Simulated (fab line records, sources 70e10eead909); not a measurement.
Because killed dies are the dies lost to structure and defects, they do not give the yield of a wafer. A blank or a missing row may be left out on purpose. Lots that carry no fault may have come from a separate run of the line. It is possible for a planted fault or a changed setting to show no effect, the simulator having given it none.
Which of the tools did it? | flow nand-harc | 42 wafers sampled from 14 lots at 1 step of a route of 1302

== WHAT EACH GAUGE READ, for each wafer ==
NHARC_A_CHANNEL_HOLE_D1_CD_MEAS_30.
lot  | measured     | on        | cd-nm (nm)
L572 | day 8 17:50  | cd-sem-02 | 89.4 91.1 89.8
L573 | day 9 01:37  | cd-sem-02 | 91.3 89.2 89.7
L574 | day 9 23:12  | cd-sem-03 | 93.0 93.4 93.6
L577 | day 10 13:14 | cd-sem-01 | 92.3 91.8 94.4
L576 | day 10 18:43 | cd-sem-03 | 92.6 90.8 91.5
L579 | day 11 07:41 | cd-sem-03 | 91.7 89.3 90.2
L580 | day 12 03:30 | cd-sem-03 | 91.5 92.3 92.4
L582 | day 13 02:55 | cd-sem-01 | 89.2 89.7 91.5
L584 | day 13 20:29 | cd-sem-02 | 89.1 90.6 89.7
L587 | day 14 22:28 | cd-sem-02 | 88.9 89.7 92.3
L588 | day 15 20:04 | cd-sem-03 | 91.5 90.9 90.5
L589 | day 16 00:17 | cd-sem-02 | 90.3 90.2 89.2
L592 | day 17 15:17 | cd-sem-01 | 88.8 90.5 90.0
L594 | day 17 20:23 | cd-sem-02 | 92.1 89.4 88.8

== TOOL THAT RAN EACH LOT (tool first, then ch and the chambers of the sampled wafers, then the start) ==
Before these readings, the record contains no process step.

== AS READ BY THE TOOLS THEMSELVES (means over the sampled wafers that have a number; for cases with no such wafer, the mark the record gives instead) ==
The record holds no such reading with a usual standard deviation.

== THE ANSWER, worked out from the rows above alone ==
Rule: what is usual is taken from the lots themselves. The widest of any qualifying gaps counts: lots, ordered by their means at a reading, are off when they make up no more than a third of the lots, leave a main group of 4 or more, and stand apart from it by 3 or more times the standard deviation of that group's means. If all means in a main group match to the digits the tables above print for the reading, that group is not used. Also off: a lot with no number at a reading for which 4 or more lots have one. All remaining lots with rows at the step are treated as sound. The gauges are gone through in route order, then the tools' own readings, and for those a lot's mean is taken as printed above. At the first step where some lot is off, the reading lying furthest off is the one used; lots without a number count as furthest.
No lot is off at any reading shown: from this, nothing can be told.

== WHAT THE SIMULATOR PUT IN ==
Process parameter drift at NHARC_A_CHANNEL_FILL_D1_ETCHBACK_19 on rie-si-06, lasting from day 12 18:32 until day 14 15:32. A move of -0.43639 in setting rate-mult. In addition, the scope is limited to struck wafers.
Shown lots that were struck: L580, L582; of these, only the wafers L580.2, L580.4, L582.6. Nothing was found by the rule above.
